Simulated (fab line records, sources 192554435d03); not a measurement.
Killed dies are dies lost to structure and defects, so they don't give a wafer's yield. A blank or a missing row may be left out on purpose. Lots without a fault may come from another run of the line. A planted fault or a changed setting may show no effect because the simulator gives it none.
fab line records | flow n5_finfet
record lots=13 wafers=37 last_day=17
route steps=1938 shown PMOS_HMC_CHANNEL_EPI@87 FIN_SAQP@94
lots that met no fault: from a run of the same line without faults
start_h: hours from the record's first day to the start of the lot's first wafer shown | wait_h: hours since the lot's step before | " the same as in the row above | L1.1+2: a row that stands for several wafers | - no value, or no start given | * or withheld: withheld | < > ~ a bound
route shown NAME@n: a module of which the file shows steps, and the number in the route of the first | usual: mean/standard deviation of fault-free wafers | same: alike in all rows | chamber/n: place in a boat | sites: the reading at each site | _std_site: their standard deviation | _edge_site: outer sites' mean less inner sites' | radius_mm: how far each site lies from the wafer's centre | mask NAME#n: copy n | behind: the tool/chamber that last shaped the wafer | hold: why the lot was held/for how many hours/how that ended | device: the transistor (n, p or np) that didn't switch | end of line: the same wafers' tests at the end of the route | a step without rows: its recipe alone | killed: dies lost to structure and defects at the first sort, not the wafer's yield | map: a wafer's dies, x killed, . not, _ none there
set.NAME: the setting as run; set.NAME@STEP: as run at that earlier step | model.NAME: the simulator's own value behind a step, which no gauge read
steps of the route over a sample of lots; a table a step, a row a wafer
services: from which hour (start_h, from the record's first day; less than 0 if before it) a tool's chamber was out of use, for how many hours, and why
## steps
# step N5_PMOS_HMC_CHANNEL_EPI_EPI_26
# recipe material=Si target_thk_a=38 temp_c=650 precursor=SiH4/H2 pressure_torr=20 time_s=22.7
# usual throttle_valve_pct=11.6/0.57
# same time_s=22.7
# columns lot.wafer tool chamber start_h wait_h throttle_valve_pct
L226.2 epi_rpcvd-01 0 26.21 0.1 12.2
L226.4 " 0 " " 12.0
L226.6 " 0 " " 11.8
L227.2 epi_rpcvd-03 0 32.18 0.1 12.4
L227.5 " 0 " " 12.1
L227.6 " 0 " " 12.1
L228.1 epi_rpcvd-01 0 37.51 0.0 11.6
L228.2 " 0 " " 11.8
L228.5 " 0 " " 11.7
L230.4 epi_rpcvd-04 0 49.69 0.2 11.1
L230.5 " 0 " " 10.9
L231.1 epi_rpcvd-03 0 55.77 0.0 12.4
L231.3 " 0 " " 12.8
L231.5 " 0 " " 12.4
L235.2 epi_rpcvd-04 0 80.12 0.1 11.0
L235.3 " 0 " " 11.0
L235.6 " 0 " " 11.2
L236.1 epi_rpcvd-03 0 85.53 0.0 12.2
L236.6 " 0 " " 12.2
L237.1 epi_rpcvd-03 0 92.57 0.0 12.2
L237.2 " 0 " " 12.3
L237.5 " 0 " " 12.1
L238.1 epi_rpcvd-04 0 98.45 0.0 11.1
L238.4 " 0 " " 11.0
L238.6 " 0 " " 11.2
L240.2 epi_rpcvd-04 0 111.55 0.1 11.0
L240.5 " 0 " " 10.8
L240.6 " 0 " " 11.2
L243.2 epi_rpcvd-01 0 130.51 0.1 12.1
L243.3 " 0 " " 11.8
L243.5 " 0 " " 11.9
L246.3 epi_rpcvd-04 0 145.55 0.2 11.1
L246.4 " 0 " " 11.1
L246.5 " 0 " " 10.9
L248.1 epi_rpcvd-04 0 157.96 0.0 10.9
L248.2 " 0 " " 11.2
L248.6 " 0 " " 11.1
# step N5_FIN_SAQP_ALD_61
# recipe material=SiO2 target_thk_a=40 temp_c=300 ald_precursor_family=BDEAS ald_co_reactant=O2-plasma pulse_time_s=1 purge_time_s=2 co_reactant_purge_time_s=2 ald_cycles=43 pressure_torr=2
# usual heater_power_w=453/40 precursor_pulse_height_rel=0.999/0.02 susceptor_temp_C=300.01/0.2
# columns lot.wafer tool chamber start_h wait_h heater_power_w precursor_pulse_height_rel susceptor_temp_C
L226.2 ald_sin-01 2 26.71 0.1 504 0.968 300.05
L226.4 " 1 " " 412 1.005 299.79
L226.6 " 0 " " 519 1.018 299.78
L227.2 ald_sin-02 3 32.62 0.0 393 0.976 299.90
L227.5 " 0 " " 400 1.001 299.68
L227.6 " 1 " " 447 0.996 300.25
L228.1 ald_sin-04 0 39.05 1.1 453 0.992 299.79
L228.2 " 2 " " 489 1.002 300.07
L228.5 " 2 " " 484 1.012 300.15
L230.4 ald_sin-01 3 50.03 0.0 413 0.959 300.32
L230.5 " 1 " " 414 0.958 300.23
L231.1 ald_sin-01 2 56.26 0.0 503 0.991 300.03
L231.3 " 1 " " 415 1.007 300.01
L231.5 " 0 " " 523 1.043 299.99
L235.2 ald_sin-04 0 80.56 0.0 463 1.011 300.30
L235.3 " 3 " " 441 1.017 300.45
L235.6 " 1 " " 436 0.984 299.91
L236.1 ald_sin-02 3 86.37 0.3 392 1.031 300.14
L236.6 " 1 " " 447 0.997 299.99
L237.1 ald_sin-02 3 93.41 0.3 386 0.975 300.30
L237.2 " 0 " " 407 0.994 300.09
L237.5 " 0 " " 403 1.034 299.95
L238.1 ald_sin-04 3 99.70 0.8 444 0.994 300.02
L238.4 " 0 " " 452 0.991 300.00
L238.6 " 1 " " 426 1.019 300.18
L240.2 ald_sin-04 1 112.24 0.2 427 0.967 300.04
L240.5 " 1 " " 431 1.021 299.99
L240.6 " 2 " " 495 1.041 299.87
L243.2 ald_sin-01 2 130.95 0.0 499 0.963 299.57
L243.3 " 3 " " 406 1.022 300.17
L243.5 " 3 " " 416 1.022 299.75
L246.3 ald_sin-01 3 146.38 0.4 413 1.046 300.26
L246.4 " 0 " " 531 1.020 299.97
L246.5 " 1 " " 420 1.001 299.71
L248.1 ald_sin-04 2 158.60 0.0 481 0.979 300.52
L248.2 " 3 " " 445 0.985 299.77
L248.6 " 0 " " 440 0.971 299.97
# step N5_FIN_SAQP_INSPECT_18
# recipe mode=adi inspect_instrument=brightfield
# usual raw_defect_count=386/100
# columns lot.wafer tool chamber start_h wait_h raw_defect_count
L226.2 defect_inspect-02 - 28.08 0.0 440
L226.4 " - " " 408
L226.6 " - " " 320
L227.2 defect_inspect-02 - 34.08 0.0 303
L227.5 " - " " 428
L227.6 " - " " 307
L228.1 defect_inspect-01 - 40.30 0.0 275
L228.2 " - " " 260
L228.5 " - " " 373
L230.4 defect_inspect-02 - 51.33 0.0 283
L230.5 " - " " 302
L231.1 defect_inspect-01 - 57.52 0.0 382
L231.3 " - " " 378
L231.5 " - " " 282
L235.2 defect_inspect-01 - 81.70 0.0 408
L235.3 " - " " 671
L235.6 " - " " 538
L236.1 defect_inspect-02 - 87.63 0.0 360
L236.6 " - " " 274
L237.1 defect_inspect-02 - 94.55 0.0 384
L237.2 " - " " 360
L237.5 " - " " 312
L238.1 defect_inspect-02 - 101.03 0.0 392
L238.4 " - " " 364
L238.6 " - " " 392
L240.2 defect_inspect-02 - 113.65 0.0 262
L240.5 " - " " 316
L240.6 " - " " 346
L243.2 defect_inspect-02 - 132.22 0.0 208
L243.3 " - " " 341
L243.5 " - " " 273
L246.3 defect_inspect-02 - 147.64 0.0 340
L246.4 " - " " 518
L246.5 " - " " 365
L248.1 defect_inspect-02 - 159.87 0.0 365
L248.2 " - " " 330
L248.6 " - " " 278
# step N5_FIN_SAQP_SPACER1_ALD_24
# recipe material=SiO2 target_thk_a=203 temp_c=300 ald_precursor_family=BDEAS ald_co_reactant=O2-plasma pulse_time_s=1 purge_time_s=2 co_reactant_purge_time_s=2 ald_cycles=218 pressure_torr=2
# usual heater_power_w=450/40 precursor_pulse_height_rel=1.003/0.022 susceptor_temp_C=299.98/0.19
# columns lot.wafer tool chamber start_h wait_h heater_power_w precursor_pulse_height_rel susceptor_temp_C
L226.2 ald_sin-04 1 29.30 0.3 426 0.976 299.80
L226.4 " 0 " " 466 1.008 299.87
L226.6 " 1 " " 440 1.038 299.77
L227.2 ald_sin-01 1 35.46 0.3 426 1.009 300.07
L227.5 " 0 " " 520 1.015 300.05
L227.6 " 3 " " 410 1.027 299.97
L228.1 ald_sin-02 1 41.57 0.3 446 1.030 300.04
L228.2 " 3 " " 394 0.996 300.08
L228.5 " 1 " " 443 1.031 299.96
L230.4 ald_sin-01 3 52.52 0.1 411 1.009 299.89
L230.5 " 0 " " 525 1.020 299.72
L231.1 ald_sin-02 1 58.74 0.3 447 1.003 299.76
L231.3 " 3 " " 393 1.007 299.88
L231.5 " 2 " " 481 1.006 300.53
L235.2 ald_sin-04 2 83.19 0.6 494 1.002 299.67
L235.3 " 3 " " 461 0.991 299.97
L235.6 " 3 " " 450 1.022 300.02
L236.1 ald_sin-02 3 89.16 0.5 395 1.021 299.84
L236.6 " 0 " " 409 1.030 300.01
L237.1 ald_sin-02 0 95.67 0.3 398 0.980 299.79
L237.2 " 1 " " 442 0.995 299.94
L237.5 " 0 " " 409 1.025 299.71
L238.1 ald_sin-01 0 102.52 0.6 529 1.019 300.11
L238.4 " 2 " " 506 1.004 299.95
L238.6 " 1 " " 423 0.990 300.01
L240.2 ald_sin-02 0 114.81 0.3 393 0.972 297.16
L240.5 " 3 " " 376 1.015 296.95
L240.6 " 0 " " 404 1.020 297.35
L243.2 ald_sin-01 3 133.36 0.3 420 1.028 300.14
L243.3 " 2 " " 507 1.008 299.75
L243.5 " 3 " " 409 1.047 300.09
L246.3 ald_sin-02 2 149.05 0.2 476 1.006 297.31
L246.4 " 1 " " 442 0.996 297.48
L246.5 " 2 " " 483 1.033 297.27
L248.1 ald_sin-04 3 161.00 0.3 440 0.995 299.98
L248.2 " 2 " " 485 0.989 300.26
L248.6 " 2 " " 501 1.026 300.31
## services
# columns tool chamber start_h hours kind
ald_sin-04 - 16.40 2.8 pm
ald_sin-02 1 69.29 7.8 repair
ald_sin-01 0 80.20 20.4 repair
ald_sin-04 - 85.70 14.0 pm
ald_sin-04 0 85.70 14.0 vent_cycle
ald_sin-04 1 85.70 14.0 vent_cycle
ald_sin-04 2 85.70 14.0 vent_cycle
ald_sin-04 3 85.70 14.0 vent_cycle
ald_sin-04 0 99.70 - clean
ald_sin-04 1 99.70 - clean
ald_sin-04 2 99.70 - clean
ald_sin-04 3 99.70 - clean
ald_sin-01 1 129.96 14.0 repair
ald_sin-02 1 152.20 10.6 repair
## key
first_sign step=N5_FIN_SAQP_SPACER1_ALD_24 reading=susceptor_temp_C direction=down sigmas=14 usual=* struck=*
effect none on later readings
met_at N5_FIN_SAQP_SPACER1_ALD_24
struck_lots L240,L246
tester_left_out L240,L246
baseline_loss step=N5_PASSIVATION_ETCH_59 wafers=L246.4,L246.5
not_acting_at N5_PMOS_HMC_CHANNEL_EPI_EPI_26,N5_FIN_SAQP_ALD_61,N5_FIN_SAQP_INSPECT_18
onset_between 95.67 114.81
fault kind=process_parameter_drift tool=ald_sin-02 chamber=- onset_h=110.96 steps=N5_FIN_SAQP_SPACER1_ALD_24 channel=temp_c offset=* shape=step end_h=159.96 acts_in=* stated=*
# tester_left_out: of these lots the tester's yield and bins aren't shown, on N5 and GAA mostly nor the transistor test; their killed dies are dies lost to structure and defects alone, not to doping, threshold or leakage, so they don't give the yield
# baseline_loss: these wafers lose ten dies or more at that step, a loss of the line's own and not of a fault; the sort's usual values leave them out
